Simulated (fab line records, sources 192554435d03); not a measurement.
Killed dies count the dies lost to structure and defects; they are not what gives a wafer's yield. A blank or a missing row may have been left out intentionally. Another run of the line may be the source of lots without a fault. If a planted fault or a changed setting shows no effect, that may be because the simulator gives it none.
Which of the tools did it?    flow n5_finfet    route of 1938 steps, sampled at 1 step: 9 lots, 25 wafers

WHAT EACH GAUGE READ, for each wafer
N5_BEOL_M0_SAQP_CD_MEAS_29: the cd target is 14.4 nm.
lot   measured      on         cd_nm (nm)
L843  day 6 00:40   cd_sem-01  15.13 14.96 15.18
L848  day 7 18:18   cd_sem-02  14.60 15.26 15.06
L852  day 8 07:12   cd_sem-02  14.92 15.01
L853  day 8 15:36   cd_sem-01  15.23 14.99
L858  day 9 18:09   cd_sem-02  15.53 15.18 15.09
L859  day 10 05:26  cd_sem-03  15.49 14.75 15.28
L860  day 10 08:53  cd_sem-03  15.17 14.95 14.79
L862  day 10 23:29  cd_sem-01  14.98 15.00 14.87
L864  day 11 13:31  cd_sem-02  15.08 15.03 15.18

WHICH TOOL RAN EACH LOT (tool, then ch and the chambers of the sampled wafers, then the start)
Record: no process step prior to these readings.

THE ANSWER, worked out from the rows above alone
Rule: what is usual is taken from the lots themselves. Put in order of their means at a reading, lots are off if they are a third of the lots or fewer, leave a main group of 4 or more, and stand apart from it by a gap of 3 or more times the standard deviation of the main group's means; of several such gaps the widest counts. If all means in a main group match to the digits the tables above print for the reading, that group is not used. Also off: a lot with no number at a reading for which 4 or more lots have one. The other lots that the step has rows for count as sound.
Across all readings shown, no lot is off: no conclusion can be drawn from this.

WHAT WAS PUT IN BY THE SIMULATOR
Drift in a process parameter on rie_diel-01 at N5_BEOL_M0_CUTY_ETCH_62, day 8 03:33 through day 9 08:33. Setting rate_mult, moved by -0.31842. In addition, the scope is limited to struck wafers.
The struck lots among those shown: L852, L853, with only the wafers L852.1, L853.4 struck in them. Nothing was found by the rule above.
